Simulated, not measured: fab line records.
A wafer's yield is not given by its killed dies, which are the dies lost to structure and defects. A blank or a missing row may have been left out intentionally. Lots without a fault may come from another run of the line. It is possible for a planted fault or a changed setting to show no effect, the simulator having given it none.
Matching of chambers | flow nand_harc | NHARC_A_STAIRCASE_TRIM_196 on rie_diel-10 has 4 sister chambers
The step chemistry O2, time 211.2 s. 16 wafers are shown with their chamber, then 8 later ones without.

== WAFERS, EACH WITH ITS CHAMBER ==
wafer  | chamber | drypump_motor_current_A (A) | oes_product_au (a.u.) | showerhead_plenum_p_Torr (Torr)
L075.3 | 1       | 5.7                         | 1.034                 | 3.55
L075.4 | 2       | 5.4                         | 1.008                 | 3.29
L075.6 | 3       | 5.9                         | 0.999                 | 3.65
L079.1 | 1       | 5.8                         | 1.018                 | 3.54
L079.3 | 2       | 5.4                         | 0.997                 | 3.28
L079.4 | 3       | 6.0                         | 0.983                 | 3.63
L087.1 | 0       | 5.5                         | 1.005                 | 3.77
L087.4 | 2       | 5.4                         | 1.013                 | 3.80
L087.5 | 1       | 5.8                         | 1.013                 | 3.53
L090.1 | 2       | 5.4                         | 1.015                 | 3.79
L090.3 | 3       | 5.9                         | 1.005                 | 3.62
L090.5 | 1       | 5.8                         | 1.034                 | 3.53
L092.2 | 1       | 5.7                         | 1.027                 | 3.52
L092.5 | 1       | 5.7                         | 1.025                 | 3.52
L092.6 | 0       | 5.4                         | 1.001                 | 3.76
L095.1 | 0       | 5.4                         | 1.013                 | 3.75

SIGNATURES, as means of the wafers listed above
reading                  | chamber 0 | chamber 1 | chamber 2 | chamber 3 | scatter within a chamber
drypump_motor_current_A  | 5.433     | 5.750     | 5.400     | 5.933     | 0.0486
oes_product_au           | 1.00633   | 1.02517   | 1.00825   | 0.99567   | 0.0086
showerhead_plenum_p_Torr | 3.7600    | 3.5317    | 3.5400    | 3.6333    | 0.148
Rule: for a wafer and a chamber, the distance is found by dividing, reading by reading, the gap between the wafer's reading and the chamber's mean by the reading's scatter, squaring, summing and taking the root. If the next closest chamber is less than 2 further off than the closest, the wafer can't be placed; otherwise it belongs to the closest. The scatter is the square root of a quotient: the sum, over the shown wafers, of each reading's squared deviation from its chamber's mean, divided by wafers minus chambers.

== WAFERS WITHOUT THEIR CHAMBER ==
wafer  | drypump_motor_current_A (A) | oes_product_au (a.u.) | showerhead_plenum_p_Torr (Torr)
L095.2 | 5.4                         | 1.009                 | 3.78
L095.4 | 5.9                         | 0.997                 | 3.61
L094.2 | 5.8                         | 1.025                 | 3.52
L094.5 | 5.7                         | 1.019                 | 3.52
L094.6 | 5.4                         | 1.020                 | 3.78
L097.3 | 5.9                         | 1.006                 | 3.61
L097.4 | 5.5                         | 1.016                 | 3.75
L097.5 | 5.9                         | 1.001                 | 3.61

== WHICH CHAMBER EACH WENT THROUGH ==
wafer  | from the rows above     | in truth
L095.2 | can't be placed: 0 or 2 | 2
L095.4 | 3                       | 3
L094.2 | 1                       | 1
L094.5 | 1                       | 1
L094.6 | can't be placed: 0 or 2 | 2
L097.3 | 3                       | 3
L097.4 | can't be placed: 0 or 2 | 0
L097.5 | 3                       | 3
Correctly placed: 5 of 8. Unplaceable from these rows: 3, with the true chamber sitting among the candidates in 3. Number placed wrongly: 0.
